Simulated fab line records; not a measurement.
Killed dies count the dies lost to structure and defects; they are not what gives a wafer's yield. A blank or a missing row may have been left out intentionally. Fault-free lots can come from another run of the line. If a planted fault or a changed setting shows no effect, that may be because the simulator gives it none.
Chamber matching ; flow n5-finfet ; 4 sister chambers for N5_BEOL_M8_STRIP_67 on rie-diel-03
The step strips in CF4. 24 wafers are shown with their chamber, then 12 later ones without.

EACH WAFER AND ITS CHAMBER
wafer;chamber;drypump-motor-current-A (A);showerhead-plenum-p-Torr (Torr);throttle-valve-pct (%)
L074.1;0;5.1;1.76;13.38
L074.2;1;6.4;1.76;13.15
L074.3;3;5.9;1.73;13.84
L080.1;1;6.3;1.76;13.19
L080.3;0;5.1;1.76;13.40
L080.5;3;5.9;1.72;13.88
L079.2;0;5.1;1.76;13.43
L079.3;3;5.9;1.72;13.86
L079.4;2;5.5;1.86;13.95
L081.1;1;6.3;1.76;13.20
L081.4;3;5.9;1.72;13.85
L081.6;3;5.9;1.72;13.88
L082.1;3;5.9;1.72;13.88
L082.4;1;6.3;1.76;13.23
L082.5;2;5.5;1.86;13.98
L084.1;1;6.4;1.75;13.22
L084.4;0;5.0;1.76;13.45
L084.5;0;5.1;1.76;13.44
L085.1;3;5.9;1.72;13.92
L085.4;1;6.3;1.75;13.23
L085.6;3;5.9;1.72;13.89
L086.1;1;6.3;1.75;13.25
L086.4;2;5.5;1.85;13.98
L086.5;2;5.5;1.85;13.99

SIGNATURES (means of the wafers above)
reading;chamber 0;chamber 1;chamber 2;chamber 3;scatter within a chamber
drypump-motor-current-A;5.080;6.329;5.500;5.900;0.0334
showerhead-plenum-p-Torr;1.7600;1.7557;1.8550;1.7212;0.00424
throttle-valve-pct;13.4200;13.2100;13.9750;13.8750;0.0277
Rule: a wafer lies at a distance from a chamber equal to the root of the sum of squares, over the readings, of (its reading less the chamber's mean, divided by the reading's scatter). The wafer belongs to the nearest chamber; if the next one is less than 2 further off, it can't be placed. How the scatter is found: for the shown wafers, subtract from each reading the mean of its chamber, square and add these, divide the total by (wafers less chambers), then take the root.

WAFERS MISSING THEIR CHAMBER
wafer;drypump-motor-current-A (A);showerhead-plenum-p-Torr (Torr);throttle-valve-pct (%)
L088.1;6.4;1.75;13.25
L088.2;5.9;1.72;13.92
L088.6;5.9;1.72;13.92
L090.1;5.9;1.72;13.94
L090.2;5.5;1.85;14.02
L090.3;6.3;1.75;13.24
L092.1;5.5;1.85;14.01
L092.2;5.1;1.75;13.47
L092.3;5.9;1.72;13.93
L095.2;5.9;1.71;13.96
L095.3;6.3;1.75;13.28
L095.6;5.9;1.71;13.93

CHAMBER TAKEN BY EACH
wafer;from the rows above;in truth
L088.1;1;1
L088.2;3;3
L088.6;3;3
L090.1;3;3
L090.2;2;2
L090.3;1;1
L092.1;2;2
L092.2;0;0
L092.3;3;3
L095.2;3;3
L095.3;1;1
L095.6;3;3
12 of 12 placed correctly. From these rows, 0 cannot be placed. 0 placed wrongly.
